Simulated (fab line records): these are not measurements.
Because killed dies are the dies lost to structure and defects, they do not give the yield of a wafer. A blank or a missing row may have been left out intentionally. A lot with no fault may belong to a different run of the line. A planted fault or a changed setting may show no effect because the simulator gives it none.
Matching of chambers	flow nandHarc	NHARC_P_M1_CMP_23 on cmp-02 has 4 sister chambers
The step polishes, t overpolish 20 s, target thk 157.82 nm. 8 wafers are shown with their chamber, then 11 later ones without.

WAFERS WITH THEIR CHAMBER
wafer	chamber	motorCurrentA (A)	timeToEndpointS (s)
L089.1	3	12.5	27
L090.1	0	11.9	32
L090.3	2	10.8	33
L090.4	1	13.0	28
L092.1	2	11.3	29
L092.2	0	11.2	28
L092.5	3	12.0	28
L093.1	1	13.2	25

WAFERS WITHOUT THEIR CHAMBER
wafer	motorCurrentA (A)	timeToEndpointS (s)
L093.4	11.3	29
L093.6	12.0	29
L095.1	10.8	32
L095.4	12.2	28
L095.5	11.4	34
L096.2	11.7	30
L096.3	12.1	27
L096.4	10.7	32
L097.1	12.8	27
L097.3	11.2	33
L097.6	12.0	28

CHAMBER TAKEN BY EACH
wafer	from the rows above	in truth
L093.4	can't be placed: 0 or 2 or 3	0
L093.6	can't be placed: 3 or 0 or 2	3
L095.1	can't be placed: 2 or 0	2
L095.4	can't be placed: 3 or 0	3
L095.5	can't be placed: 2 or 0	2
L096.2	can't be placed: 0 or 2 or 3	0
L096.3	can't be placed: 3 or 0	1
L096.4	can't be placed: 2 or 0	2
L097.1	can't be placed: 1 or 3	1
L097.3	can't be placed: 2 or 0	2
L097.6	can't be placed: 3 or 0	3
0 of 11 placed correctly. Can't be placed from these rows: 11 (the true chamber is among the candidates in 10). Wrongly placed: 0.
How it was worked out, from the rows above alone: a wafer's distance from a chamber is the root of the sum, over the readings, of the square of ((its reading less the chamber's mean) divided by the reading's scatter). The wafer belongs to the nearest chamber; if the next one is less than 2 further off, it can't be placed. Each chamber's mean is taken over the wafers shown for it. The scatter: the root of (the sum of the squares of (reading less its chamber's mean) over the shown wafers, divided by (wafers less chambers)).
